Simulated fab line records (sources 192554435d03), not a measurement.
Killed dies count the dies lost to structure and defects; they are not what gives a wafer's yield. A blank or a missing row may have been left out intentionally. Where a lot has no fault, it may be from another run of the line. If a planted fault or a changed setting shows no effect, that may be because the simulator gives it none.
fab line records	flow n5-finfet
record: lots: 24	wafers: 72	last-day: 17
route steps=1938 shown BEOL_M5@1131 BEOL_M6@1196
lots untouched by any fault: they come from a run of this same line in which no faults occurred
start-h: hours from the record's opening day to when the first of the lot's shown wafers began	wait-h: hours from the lot's prior step to this one	" unchanged from the row above	L1.1+2: a row that stands for several wafers	- no value, or no start given	* or withheld: withheld	< > ~ a bound
route shown NAME@n: a module of which the file shows steps, and the number in the route of the first	usual: mean/standard deviation taken from wafers without a fault	same: alike in all rows	chamber/n: place in a boat	sites: readings site by site	_std_site: how widely they spread, as a standard deviation	_edge_site: the outer-site mean with the inner-site mean subtracted	radius-mm: how far each site lies from the wafer's centre	mask NAME#n: copy n	behind: tool/chamber where the wafer was last shaped	hold: why the lot went on hold/how many hours it stayed there/how the hold came to an end	device: the n, p or np transistor that did not switch	end of line: the route-end tests of the same wafers	a step with no rows: only its recipe	killed: not the wafer's yield, but the dies lost to structure and defects at the first sort	map: shows each die of a wafer: x if killed, . if not, _ if none is there
set.NAME: the setting as run; set.NAME@STEP: as run at that earlier step	model.NAME: the simulator's own value behind a step, which no gauge read
the route's steps for a sample of lots (tables are steps, rows are wafers)
services: the hour from which a tool's chamber was out of use, counted from the record's first day as start-h (under 0 if before that day), plus the number of hours and why
== steps ==
step: N5_BEOL_M5_ETCH_61
recipe: chemistry: CF4	target: SiARC	target-depth-a: 156	mask-material: CAR-EUV	time-s: 26	ion-energy-ev: 80	pressure-mtorr: 40	source-w: 545	bias-w: 36	Ar_flow_sccm: 100	cf4-flow-sccm: 100	ends: cleared
usual: drypump-motor-current-A: 5.7/0.36	etch-rf-on-time-s: 26.2/0.91	mfc-ar-sccm: 100.01/0.29	oes-product-au: 0.70/0.061	rf-vpp-V: 184.5/1.1	showerhead-plenum-p-Torr: 2.18/0.053	throttle-valve-pct: 15.47/0.22
lot.wafer	tool	chamber	start-h	wait-h	drypump-motor-current-A	etch-rf-on-time-s	mfc-ar-sccm	oes-product-au	rf-hours-counter-h	rf-vpp-V	showerhead-plenum-p-Torr	throttle-valve-pct
L074.3	rie-diel-04	0	165.18	0.0	5.4	26.4	99.95	0.64	164	184.7	2.23	15.68
L074.4	"	3	"	"	6.1	25.3	99.75	0.70	107	185.5	2.18	15.33
L074.5	"	3	"	"	6.1	25.4	99.76	0.70	-	184.5	2.18	15.34
L075.1	rie-diel-04	3	170.88	0.0	6.1	25.3	100.07	0.69	109	183.4	2.18	15.33
L075.2	"	1	"	"	5.0	25.3	99.75	0.65	161	184.3	2.19	15.27
L075.3	"	0	"	"	5.4	26.1	99.72	0.63	166	186.8	2.23	15.68
L076.2	rie-diel-01	0	185.64	0.0	5.6	26.0	100.17	0.58	242	184.5	2.12	15.86
L076.3	"	1	"	"	5.7	27.2	100.38	0.70	62	185.4	2.27	15.62
L076.6	"	2	"	"	5.8	25.3	100.39	0.76	-	183.4	2.11	15.74
L077.1	rie-diel-01	2	186.74	0.0	5.8	25.5	99.68	0.75	41	185.5	2.11	15.75
L077.3	"	3	"	"	6.2	26.2	100.14	0.80	6	182.9	2.11	15.17
L077.6	"	2	"	"	5.8	25.4	99.22	0.76	-	182.8	2.11	15.74
L078.1	rie-diel-05	0	188.16	0.0	5.0	24.9	100.26	0.62	216	185.5	2.21	15.55
L078.5	"	0	"	"	5.0	24.7	99.97	0.62	-	186.5	2.21	15.54
L078.6	"	3	"	"	5.8	27.6	99.82	0.77	-	185.2	2.22	15.12
L079.3	rie-diel-04	1	190.11	0.0	5.0	25.5	100.19	0.64	166	184.9	2.19	15.33
L079.4	"	3	"	"	6.1	25.2	100.31	0.69	-	182.7	2.18	15.35
L079.5	"	1	"	"	5.0	25.4	100.30	0.64	-	184.3	2.19	15.29
L080.2	rie-diel-01	3	194.33	0.0	6.2	25.7	99.62	0.80	8	184.4	2.11	15.15
L080.4	"	2	"	"	5.8	24.9	99.39	0.76	44	183.1	2.11	15.74
L080.6	"	3	"	"	6.2	25.6	99.63	0.80	-	183.5	2.11	15.16
L081.2	rie-diel-05	3	211.51	0.0	5.8	28.2	99.96	0.74	13	182.6	2.22	15.13
L081.3	"	1	"	"	5.6	27.0	99.49	0.72	54	185.1	2.19	15.48
L081.4	"	0	"	"	5.0	25.4	99.94	0.60	224	186.1	2.20	15.55
L082.2	rie-diel-04	3	219.59	0.0	6.1	25.4	99.60	0.69	123	184.2	2.18	15.36
L082.3	"	2	"	"	6.0	25.3	100.26	0.81	11	185.0	2.17	15.53
L082.6	"	1	"	"	5.0	25.4	99.92	0.64	-	184.7	2.19	15.33
L083.1	rie-diel-05	0	225.40	0.0	5.0	25.3	100.11	0.60	228	182.8	2.20	15.56
L083.4	"	1	"	"	5.6	26.7	100.21	0.72	59	184.7	2.18	15.46
L083.5	"	2	"	"	5.7	26.8	100.61	0.74	-	184.8	2.17	15.32
L084.1	rie-diel-01	3	228.55	0.0	6.2	25.4	99.62	0.79	14	184.4	2.11	15.17
L084.3	"	1	"	"	5.7	27.0	99.82	0.70	71	186.4	2.26	15.63
L084.6	"	2	"	"	5.8	25.0	100.26	0.75	-	182.8	2.11	15.76
L085.2	rie-diel-04	1	228.63	0.0	4.9	25.4	99.80	0.62	184	183.9	2.19	15.35
L085.3	"	3	"	"	6.1	25.2	100.07	0.69	126	183.7	2.18	15.37
L085.6	"	1	"	"	5.0	25.2	100.06	0.63	-	186.4	2.19	15.34
L086.1	rie-diel-01	1	246.04	0.0	5.7	27.6	100.06	0.69	76	184.9	2.26	15.64
L086.3	"	1	"	"	5.7	27.7	100.02	0.69	-	185.8	2.26	15.64
L086.4	"	3	"	"	6.2	26.2	100.43	0.77	-	184.6	2.10	15.17
L088.1	rie-diel-01	1	246.38	0.0	5.7	27.2	99.71	0.69	77	186.1	2.26	15.64
L088.4	"	1	"	"	5.7	27.4	100.22	0.69	-	186.6	2.26	15.65
L088.5	"	3	"	"	6.2	25.7	99.73	0.78	-	182.8	2.10	15.17
L087.1	rie-diel-01	0	250.57	0.0	5.7	26.5	99.82	0.83	0	184.2	2.11	15.35
L087.2	"	1	"	"	5.7	27.7	100.72	0.68	79	185.3	2.26	15.66
L087.3	"	2	"	"	5.8	25.8	100.14	0.72	56	184.4	2.10	15.76
L089.2	rie-diel-04	0	262.92	0.0	5.5	26.6	99.74	0.61	200	185.7	2.21	15.75
L089.5	"	3	"	"	6.1	25.7	99.65	0.67	-	185.5	2.17	15.40
L089.6	"	0	"	"	5.4	26.6	99.85	0.61	-	184.4	2.21	15.75
L090.2	rie-diel-01	3	271.10	0.0	6.2	25.9	100.47	0.76	28	182.9	2.10	15.20
L090.3	"	0	"	"	5.6	25.9	100.27	0.80	6	182.7	2.11	15.38
L090.5	"	3	"	"	6.2	26.1	100.13	0.76	-	185.2	2.10	15.20
L091.1	rie-diel-04	3	273.49	0.0	6.1	25.1	100.21	0.67	141	184.1	2.17	15.41
L091.3	"	1	"	"	5.0	25.0	100.07	0.63	197	185.0	2.18	15.36
L091.5	"	2	"	"	6.0	25.2	100.76	0.78	-	184.3	2.16	15.55
L092.2	rie-diel-01	1	277.78	0.0	5.7	27.0	100.01	0.68	89	185.1	2.26	15.66
L092.4	"	0	"	"	5.6	25.5	99.77	0.80	10	184.7	2.11	15.37
L092.5	"	1	"	"	5.7	27.0	99.89	0.68	-	186.4	2.26	15.69
L093.3	rie-diel-05	3	283.63	0.0	5.8	28.1	100.04	0.71	31	184.8	2.21	15.17
L093.5	"	0	"	"	5.0	25.5	99.73	0.60	-	185.7	2.20	15.59
L093.6	"	3	"	"	5.8	27.9	99.73	0.72	-	184.0	2.21	15.19
L094.2	rie-diel-05	3	287.33	0.0	5.8	28.0	100.39	0.71	32	183.9	2.21	15.19
L094.4	"	1	"	"	5.6	26.7	100.20	0.69	73	185.2	2.18	15.51
L094.6	"	2	"	"	5.7	27.0	99.31	0.72	-	185.9	2.17	15.35
L095.1	rie-diel-01	0	294.71	0.0	5.7	25.7	99.93	0.79	15	183.0	2.11	15.39
L095.2	"	1	"	"	5.7	26.9	99.92	0.68	94	185.2	2.26	15.70
L095.4	"	2	"	"	5.8	24.8	100.11	0.73	70	183.7	2.10	15.78
L096.1	rie-diel-05	3	303.27	0.0	5.8	27.5	100.18	0.72	35	186.3	2.21	15.18
L096.5	"	2	"	"	5.7	26.8	100.10	0.72	-	184.5	2.17	15.35
L096.6	"	1	"	"	5.6	26.5	100.10	0.70	-	183.0	2.18	15.51
L097.2	rie-diel-05	3	303.58	0.0	5.8	27.5	99.65	0.72	35	185.2	2.21	15.19
L097.5	"	1	"	"	5.6	26.4	100.31	0.69	-	186.2	2.18	15.52
L097.6	"	3	"	"	5.8	27.7	99.82	0.71	-	185.3	2.21	15.18
step: N5_BEOL_M5_ALD_86
recipe: material: TaN	target-thk-a: *	temp-c: 275	ald-precursor-family: PDMAT	ald-co-reactant: NH3	pressure-torr: 3	carrier-flow-sccm: 1500	pulse-time-s: 2	purge-time-s: 3	co-reactant-purge-time-s: 2	co-reactant-pulse-time-s: 3	ald-cycles: 30	precursor-vessel-temp-c: 75	precursor-vessel-pressure-torr: 26.25	precursor-vessel-carrier-sccm: 1000
usual: heater-power-w: 401/33	mfc-carrier-sccm: 1500/3.9	precursor-vessel-pressure-torr: 26.25/0.053
same: co-reactant-purge-time-s: 2	pulse-time-s: 2
lot.wafer	tool	chamber	start-h	wait-h	heater-power-w	mfc-carrier-sccm	precursor-vessel-pressure-torr
L074.3	ald-metal-01	1	168.94	0.3	357	1500	26.28
L074.4	"	2	"	"	371	1502	26.27
L074.5	"	1	"	"	359	1501	26.30
L075.1	ald-metal-04	3	174.24	0.0	433	1494	26.30
L075.2	"	0	"	"	416	1497	26.25
L075.3	"	2	"	"	391	1502	26.31
L076.2	ald-metal-04	0	188.04	0.0	400	1499	26.11
L076.3	"	2	"	"	388	1502	26.17
L076.6	"	3	"	"	428	1497	26.23
L077.1	ald-metal-01	1	188.74	0.0	361	1506	26.20
L077.3	"	3	"	"	451	1506	26.12
L077.6	"	2	"	"	373	1496	26.24
L078.1	ald-metal-04	1	190.89	0.1	453	1498	26.22
L078.5	"	2	"	"	403	1502	26.19
L078.6	"	1	"	"	447	1502	26.29
L079.3	ald-metal-04	3	194.19	0.1	424	1494	26.32
L079.4	"	0	"	"	417	1499	26.26
L079.5	"	1	"	"	452	1504	26.31
L080.2	ald-metal-02	3	197.89	0.1	405	1502	26.14
L080.4	"	2	"	"	395	1498	26.21
L080.6	"	1	"	"	447	1494	26.20
L081.2	ald-metal-04	3	216.19	0.0	433	1497	26.21
L081.3	"	0	"	"	406	1507	26.31
L081.4	"	2	"	"	399	1501	26.19
L082.2	ald-metal-01	2	221.88	0.1	364	1497	26.39
L082.3	"	0	"	"	362	1499	26.33
L082.6	"	1	"	"	361	1504	26.20
L083.1	ald-metal-01	2	228.73	0.0	376	1497	26.25
L083.4	"	0	"	"	357	1502	26.23
L083.5	"	2	"	"	370	1502	26.24
L084.1	ald-metal-01	0	231.44	0.1	348	1502	26.25
L084.3	"	1	"	"	353	1504	26.23
L084.6	"	3	"	"	429	1497	26.26
L085.2	ald-metal-04	3	231.58	0.0	438	1489	26.17
L085.3	"	2	"	"	389	1499	26.23
L085.6	"	0	"	"	408	1493	26.31
L086.1	ald-metal-04	2	248.19	0.0	398	1502	26.18
L086.3	"	0	"	"	407	1497	26.21
L086.4	"	3	"	"	433	1501	26.24
L088.1	ald-metal-01	1	248.93	0.0	351	1503	26.27
L088.4	"	3	"	"	446	1501	26.24
L088.5	"	1	"	"	372	1504	26.25
L087.1	ald-metal-04	3	254.69	0.1	431	1490	26.27
L087.2	"	2	"	"	390	1500	26.27
L087.3	"	1	"	"	454	1498	26.31
L089.2	ald-metal-01	0	265.07	0.0	361	1505	26.28
L089.5	"	3	"	"	445	1502	26.28
L089.6	"	0	"	"	351	1497	26.31
L090.2	ald-metal-02	0	274.94	0.0	411	1506	26.23
L090.3	"	3	"	"	398	1503	26.18
L090.5	"	3	"	"	405	1499	26.18
L091.1	ald-metal-01	0	277.24	0.3	348	1498	26.21
L091.3	"	1	"	"	362	1501	26.31
L091.5	"	3	"	"	426	1499	26.30
L092.2	ald-metal-02	1	282.89	0.2	446	1496	26.25
L092.4	"	3	"	"	408	1496	26.18
L092.5	"	2	"	"	383	1494	26.19
L093.3	ald-metal-02	1	287.54	0.1	444	1493	26.22
L093.5	"	0	"	"	411	1497	26.29
L093.6	"	1	"	"	449	1496	26.23
L094.2	ald-metal-01	2	291.43	0.0	375	1501	26.33
L094.4	"	1	"	"	365	1507	26.27
L094.6	"	0	"	"	348	1495	26.30
L095.1	ald-metal-04	3	299.34	0.0	429	1497	26.25
L095.2	"	0	"	"	407	1497	26.22
L095.4	"	1	"	"	449	1498	26.31
L096.1	ald-metal-01	1	306.72	0.3	368	1504	26.25
L096.5	"	2	"	"	377	1502	26.25
L096.6	"	3	"	"	438	1506	26.16
L097.2	ald-metal-01	2	308.22	0.0	372	1505	26.26
L097.5	"	0	"	"	357	1499	26.18
L097.6	"	1	"	"	365	1503	26.25
step: N5_BEOL_M5_ANNEAL_49
recipe: temp-c: 400	time-s: 1800	ambient: vacuum
usual: heater-power-w: 830/41
lot.wafer	tool	chamber	start-h	wait-h	heater-power-w
L074.3	pvd-sputter-03	-	169.69	0.0	896
L074.4	"	-	"	"	853
L074.5	"	-	"	"	891
L075.1	pvd-sputter-03	-	175.02	0.0	783
L075.2	"	-	"	"	819
L075.3	"	-	"	"	830
L076.2	pvd-sputter-02	-	188.60	0.0	749
L076.3	"	-	"	"	888
L076.6	"	-	"	"	761
L077.1	pvd-sputter-03	-	189.34	0.0	751
L077.3	"	-	"	"	821
L077.6	"	-	"	"	781
L078.1	pvd-sputter-01	-	191.67	0.0	809
L078.5	"	-	"	"	818
L078.6	"	-	"	"	849
L079.3	pvd-sputter-03	-	194.91	0.0	837
L079.4	"	-	"	"	853
L079.5	"	-	"	"	885
L080.2	pvd-sputter-02	-	198.74	0.0	843
L080.4	"	-	"	"	751
L080.6	"	-	"	"	839
L081.2	pvd-sputter-01	-	216.89	0.0	790
L081.3	"	-	"	"	869
L081.4	"	-	"	"	794
L082.2	pvd-sputter-03	-	224.01	0.0	867
L082.3	"	-	"	"	840
L082.6	"	-	"	"	866
L083.1	pvd-sputter-03	-	229.42	0.0	774
L083.4	"	-	"	"	917
L083.5	"	-	"	"	752
L084.1	pvd-sputter-02	-	232.06	0.0	806
L084.3	"	-	"	"	825
L084.6	"	-	"	"	812
L085.2	pvd-sputter-01	-	232.73	0.0	847
L085.3	"	-	"	"	803
L085.6	"	-	"	"	812
L086.1	pvd-sputter-01	-	249.18	0.0	845
L086.3	"	-	"	"	805
L086.4	"	-	"	"	797
L088.1	pvd-sputter-02	-	249.70	0.0	752
L088.4	"	-	"	"	864
L088.5	"	-	"	"	748
L087.1	pvd-sputter-02	-	255.69	0.0	819
L087.2	"	-	"	"	860
L087.3	"	-	"	"	732
L089.2	pvd-sputter-01	-	265.63	0.0	808
L089.5	"	-	"	"	811
L089.6	"	-	"	"	860
L090.2	pvd-sputter-03	-	275.78	0.0	892
L090.3	"	-	"	"	824
L090.5	"	-	"	"	888
L091.1	pvd-sputter-01	-	279.21	0.0	801
L091.3	"	-	"	"	824
L091.5	"	-	"	"	796
L092.2	pvd-sputter-03	-	283.48	0.0	867
L092.4	"	-	"	"	831
L092.5	"	-	"	"	897
L093.3	pvd-sputter-03	-	288.46	0.0	799
L093.5	"	-	"	"	890
L093.6	"	-	"	"	863
L094.2	pvd-sputter-01	-	292.02	0.0	800
L094.4	"	-	"	"	806
L094.6	"	-	"	"	827
L095.1	pvd-sputter-02	-	300.19	0.0	869
L095.2	"	-	"	"	818
L095.4	"	-	"	"	837
L096.1	pvd-sputter-03	-	307.51	0.0	890
L096.5	"	-	"	"	763
L096.6	"	-	"	"	913
L097.2	pvd-sputter-01	-	308.90	0.0	855
L097.5	"	-	"	"	797
L097.6	"	-	"	"	825
step: N5_BEOL_M5_PRE_CLEAN_77
recipe: gas: NH3/H2	time-s: 15	temp-c: *	rf-power-w: 300
usual: heater-power-w: 97/13
lot.wafer	tool	chamber	start-h	wait-h	heater-power-w
L074.3	cvd-co-01	1	174.79	0.0	120
L074.4	"	1	"	"	118
L074.5	"	2	"	"	68
L075.1	cvd-co-01	1	181.66	0.0	118
L075.2	"	0	"	"	76
L075.3	"	2	"	"	67
L076.2	cvd-co-01	1	193.69	0.0	121
L076.3	"	2	"	"	69
L076.6	"	0	"	"	77
L077.1	cvd-co-01	1	194.71	0.0	116
L077.3	"	0	"	"	76
L077.6	"	0	"	"	76
L078.1	cvd-co-02	0	197.05	0.0	95
L078.5	"	2	"	"	107
L078.6	"	1	"	"	99
L079.3	cvd-co-02	2	200.17	0.0	106
L079.4	"	2	"	"	104
L079.5	"	1	"	"	97
L080.2	cvd-co-02	0	204.07	0.2	100
L080.4	"	0	"	"	97
L080.6	"	2	"	"	103
L081.2	cvd-co-01	0	222.10	0.0	77
L081.3	"	1	"	"	119
L081.4	"	1	"	"	119
L082.2	cvd-co-02	2	229.29	0.1	107
L082.3	"	0	"	"	99
L082.6	"	2	"	"	106
L084.1	cvd-co-01	2	237.45	0.0	69
L084.3	"	0	"	"	77
L084.6	"	2	"	"	68
L085.2	cvd-co-02	1	239.83	1.2	99
L085.3	"	0	"	"	97
L085.6	"	2	"	"	106
L083.1	cvd-co-02	2	241.97	0.0	108
L083.4	"	1	"	"	98
L083.5	"	0	"	"	98
L088.1	cvd-co-02	0	254.84	0.0	98
L088.4	"	2	"	"	105
L088.5	"	1	"	"	98
L086.1	cvd-co-02	0	255.07	0.0	98
L086.3	"	2	"	"	104
L086.4	"	1	"	"	98
L087.1	cvd-co-02	0	260.79	0.0	95
L087.2	"	2	"	"	104
L087.3	"	1	"	"	97
L089.2	cvd-co-02	0	270.87	0.1	97
L089.5	"	1	"	"	101
L089.6	"	2	"	"	107
L090.2	cvd-co-02	0	281.03	0.0	100
L090.3	"	2	"	"	105
L090.5	"	0	"	"	98
L091.1	cvd-co-02	0	284.61	0.0	96
L091.3	"	2	"	"	103
L091.5	"	1	"	"	96
L092.2	cvd-co-02	2	289.36	0.0	105
L092.4	"	2	"	"	105
L092.5	"	1	"	"	98
L093.3	cvd-co-02	1	294.11	0.0	98
L093.5	"	0	"	"	101
L093.6	"	1	"	"	97
L094.2	cvd-co-02	1	297.12	0.0	96
L094.4	"	0	"	"	96
L094.6	"	1	"	"	98
L095.1	cvd-co-02	0	305.62	0.0	98
L095.2	"	1	"	"	98
L095.4	"	1	"	"	98
L096.1	cvd-co-02	1	313.15	0.0	99
L096.5	"	1	"	"	99
L096.6	"	0	"	"	97
L097.2	cvd-co-02	0	314.32	0.0	99
L097.5	"	0	"	"	94
L097.6	"	2	"	"	102
step: N5_BEOL_M5_CO_CAP_78
recipe: material: Co	target-thk-a: 20	temp-c: 200	precursor: CCTBA/H2	pressure-torr: 30	time-s: 102.1
usual: heater-power-w: 251/16
lot.wafer	tool	chamber	start-h	wait-h	heater-power-w
L074.3	cvd-co-01	1	174.83	0.0	287
L074.4	"	1	"	"	275
L074.5	"	2	"	"	220
L075.1	cvd-co-01	1	181.70	0.0	285
L075.2	"	0	"	"	225
L075.3	"	2	"	"	219
L076.2	cvd-co-01	1	193.73	0.0	276
L076.3	"	2	"	"	215
L076.6	"	0	"	"	230
L077.1	cvd-co-01	1	194.75	0.0	276
L077.3	"	0	"	"	223
L077.6	"	0	"	"	223
L078.1	cvd-co-02	0	197.09	0.0	249
L078.5	"	2	"	"	266
L078.6	"	1	"	"	260
L079.3	cvd-co-02	2	200.21	0.0	257
L079.4	"	2	"	"	258
L079.5	"	1	"	"	256
L080.2	cvd-co-02	0	204.11	0.0	253
L080.4	"	0	"	"	250
L080.6	"	2	"	"	257
L081.2	cvd-co-01	0	222.14	0.0	225
L081.3	"	1	"	"	280
L081.4	"	1	"	"	277
L082.2	cvd-co-02	2	229.33	0.0	261
L082.3	"	0	"	"	249
L082.6	"	2	"	"	263
L084.1	cvd-co-01	2	237.49	0.0	220
L084.3	"	0	"	"	225
L084.6	"	2	"	"	221
L085.2	cvd-co-02	1	239.87	0.0	252
L085.3	"	0	"	"	252
L085.6	"	2	"	"	261
L083.1	cvd-co-02	2	242.01	0.0	254
L083.4	"	1	"	"	261
L083.5	"	0	"	"	246
L088.1	cvd-co-02	0	254.88	0.0	247
L088.4	"	2	"	"	271
L088.5	"	1	"	"	256
L086.1	cvd-co-02	0	255.11	0.0	256
L086.3	"	2	"	"	257
L086.4	"	1	"	"	257
L087.1	cvd-co-02	0	260.83	0.0	247
L087.2	"	2	"	"	254
L087.3	"	1	"	"	255
L089.2	cvd-co-02	0	270.91	0.0	251
L089.5	"	1	"	"	257
L089.6	"	2	"	"	256
L090.2	cvd-co-02	0	281.07	0.0	259
L090.3	"	2	"	"	259
L090.5	"	0	"	"	254
L091.1	cvd-co-02	0	284.65	0.0	249
L091.3	"	2	"	"	252
L091.5	"	1	"	"	258
L092.2	cvd-co-02	2	289.40	0.0	259
L092.4	"	2	"	"	264
L092.5	"	1	"	"	252
L093.3	cvd-co-02	1	294.15	0.0	256
L093.5	"	0	"	"	252
L093.6	"	1	"	"	257
L094.2	cvd-co-02	1	297.16	0.0	246
L094.4	"	0	"	"	255
L094.6	"	1	"	"	259
L095.1	cvd-co-02	0	305.66	0.0	250
L095.2	"	1	"	"	257
L095.4	"	1	"	"	256
L096.1	cvd-co-02	1	313.19	0.0	254
L096.5	"	1	"	"	251
L096.6	"	0	"	"	247
L097.2	cvd-co-02	0	314.36	0.0	251
L097.5	"	0	"	"	254
L097.6	"	2	"	"	270
step: N5_BEOL_M6_THK_MEAS_01
recipe: reads: SiCOH_lowk_of_BEOL_M6_ILD_DEP_00
usual: M6_ILD_THK: 155.2/2.3
lot.wafer	tool	chamber	start-h	wait-h	M6_ILD_THK[nm]
L074.3	film-metro-01	-	175.66	0.3	155.6
L074.4	"	-	"	"	158.5
L074.5	"	-	"	"	158.8
L075.1	film-metro-01	-	182.53	0.4	153.9
L075.2	"	-	"	"	152.9
L075.3	"	-	"	"	150.8
L076.2	film-metro-01	-	194.56	0.4	151.3
L076.3	"	-	"	"	152.9
L076.6	"	-	"	"	155.5
L077.1	film-metro-01	-	195.59	0.4	151.7
L077.3	"	-	"	"	153.6
L077.6	"	-	"	"	155.9
L078.1	film-metro-01	-	197.99	0.4	155.4
L078.5	"	-	"	"	159.7
L078.6	"	-	"	"	158.4
L079.3	film-metro-02	-	201.06	0.3	157.0
L079.4	"	-	"	"	153.4
L079.5	"	-	"	"	154.8
L080.2	film-metro-01	-	204.94	0.4	151.6
L080.4	"	-	"	"	157.6
L080.6	"	-	"	"	152.9
L081.2	film-metro-01	-	222.96	0.4	154.2
L081.3	"	-	"	"	152.7
L081.4	"	-	"	"	158.8
L082.2	film-metro-02	-	230.15	0.4	153.1
L082.3	"	-	"	"	153.7
L082.6	"	-	"	"	152.7
L084.1	film-metro-02	-	238.31	0.4	154.7
L084.3	"	-	"	"	152.3
L084.6	"	-	"	"	157.7
L085.2	film-metro-02	-	241.18	0.7	156.6
L085.3	"	-	"	"	154.5
L085.6	"	-	"	"	157.6
L083.1	film-metro-01	-	243.31	0.8	155.1
L083.4	"	-	"	"	161.5
L083.5	"	-	"	"	157.2
L088.1	film-metro-02	-	256.18	0.8	152.5
L088.4	"	-	"	"	159.6
L088.5	"	-	"	"	155.8
L086.1	film-metro-01	-	257.37	1.6	155.5
L086.3	"	-	"	"	153.8
L086.4	"	-	"	"	155.4
L087.1	film-metro-02	-	261.65	0.4	151.5
L087.2	"	-	"	"	156.0
L087.3	"	-	"	"	152.6
L089.2	film-metro-01	-	271.73	0.4	151.3
L089.5	"	-	"	"	154.1
L089.6	"	-	"	"	156.8
L090.2	film-metro-01	-	281.90	0.4	151.7
L090.3	"	-	"	"	149.1
L090.5	"	-	"	"	153.7
L091.1	film-metro-01	-	285.48	0.4	153.5
L091.3	"	-	"	"	156.9
L091.5	"	-	"	"	157.5
L092.2	film-metro-01	-	290.22	0.4	154.0
L092.4	"	-	"	"	154.3
L092.5	"	-	"	"	156.3
L093.3	film-metro-01	-	294.97	0.3	160.3
L093.5	"	-	"	"	158.8
L093.6	"	-	"	"	159.6
L094.2	film-metro-02	-	297.98	0.4	155.7
L094.4	"	-	"	"	159.1
L094.6	"	-	"	"	159.3
L095.1	film-metro-02	-	306.76	0.4	152.9
L095.2	"	-	"	"	153.9
L095.4	"	-	"	"	156.5
L096.1	film-metro-02	-	314.03	0.4	153.7
L096.5	"	-	"	"	157.4
L096.6	"	-	"	"	155.5
L097.2	film-metro-01	-	315.19	0.4	155.8
L097.5	"	-	"	"	155.0
L097.6	"	-	"	"	155.9
== services ==
tool	chamber	start-h	hours	kind
rie-diel-01	3	146.17	-	clean
rie-diel-01	3	146.17	-	consumable-replace:focus-ring
rie-diel-01	3	146.17	16.4	scheduled-down
rie-diel-01	3	146.17	16.4	vent-cycle
cvd-co-02	-	149.86	1.0	repair
rie-diel-05	3	154.00	3.5	repair
ald-metal-01	-	155.45	6.0	pm
rie-diel-04	-	156.29	1.1	repair
ald-metal-01	-	161.45	2.8	pm
rie-diel-04	1	173.36	6.0	repair
ald-metal-02	-	199.16	4.3	pm
rie-diel-05	-	200.69	1.2	repair
rie-diel-04	3	204.29	12.3	repair
rie-diel-01	-	205.20	14.6	pm
ald-metal-02	3	207.40	16.6	repair
ald-metal-04	1	211.18	24.9	repair
rie-diel-05	0	231.27	1.3	repair
cvd-co-01	-	237.63	2.8	pm
rie-diel-01	2	241.99	4.6	repair
cvd-co-02	-	273.87	6.9	pm
rie-diel-01	2	279.08	5.3	repair
ald-metal-02	0	281.92	4.4	repair
rie-diel-05	0	301.90	5.6	repair
ald-metal-04	-	304.74	6.0	pm
== key ==
fault none
